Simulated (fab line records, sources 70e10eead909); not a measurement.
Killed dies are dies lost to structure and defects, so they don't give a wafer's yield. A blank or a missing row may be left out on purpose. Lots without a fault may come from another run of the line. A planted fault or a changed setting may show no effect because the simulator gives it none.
Chamber matching | flow nand_harc | NHARC_A_CHANNEL_FILL_D1_ALD_02 on ald_hk-03: 4 sister chambers
The step deposits SiO2, target thk 6 nm, pulse time 10 s, ald cycles 60. 16 wafers are shown with their chamber, then 8 later ones without.

WAFERS WITH THEIR CHAMBER
wafer  | chamber | heater_power_w (W) | precursor_pulse_height_rel
L075.1 | 2       | 509                | 1.042
L075.5 | 1       | 488                | 0.998
L075.6 | 0       | 502                | 1.015
L083.1 | 0       | 489                | 1.000
L083.2 | 1       | 486                | 1.025
L083.5 | 3       | 393                | 0.978
L084.2 | 2       | 499                | 1.008
L084.3 | 0       | 492                | 0.998
L084.5 | 2       | 493                | 1.015
L087.3 | 3       | 382                | 0.996
L087.5 | 3       | 391                | 0.986
L087.6 | 0       | 488                | 0.976
L086.1 | 1       | 511                | 1.023
L086.3 | 3       | 386                | 0.998
L086.6 | 1       | 510                | 1.012
L085.1 | 1       | 507                | 1.032

SIGNATURES (means of the wafers above)
reading                    | chamber 0 | chamber 1 | chamber 2 | chamber 3 | scatter within a chamber
heater_power_w             | 492.75    | 500.40    | 500.33    | 388.00    | 8.83
precursor_pulse_height_rel | 0.99725   | 1.01800   | 1.02167   | 0.98950   | 0.0141
Rule: a wafer's distance from a chamber is the root of the sum, over the readings, of the square of ((its reading less the chamber's mean) divided by the reading's scatter). The wafer belongs to the nearest chamber; if the next one is less than 2 further off, it can't be placed. The scatter: the root of (the sum of the squares of (reading less its chamber's mean) over the shown wafers, divided by (wafers less chambers)).

WAFERS WITHOUT THEIR CHAMBER
wafer  | heater_power_w (W) | precursor_pulse_height_rel
L085.5 | 513                | 0.966
L085.6 | 507                | 0.991
L088.1 | 406                | 1.021
L088.2 | 509                | 1.004
L088.4 | 494                | 1.002
L092.1 | 506                | 0.993
L092.2 | 397                | 0.981
L092.4 | 499                | 0.968

WHICH CHAMBER EACH WENT THROUGH
wafer  | from the rows above          | in truth
L085.5 | can't be placed: 0 or 1 or 2 | 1
L085.6 | can't be placed: 0 or 1 or 2 | 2
L088.1 | 3                            | 3
L088.2 | can't be placed: 1 or 2 or 0 | 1
L088.4 | can't be placed: 0 or 1 or 2 | 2
L092.1 | can't be placed: 0 or 1 or 2 | 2
L092.2 | 3                            | 3
L092.4 | can't be placed: 0 or 1 or 2 | 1
Placed correctly: 2 of 8. Can't be placed from these rows: 6 (the true chamber is among the candidates in 6). Placed wrongly: 0.
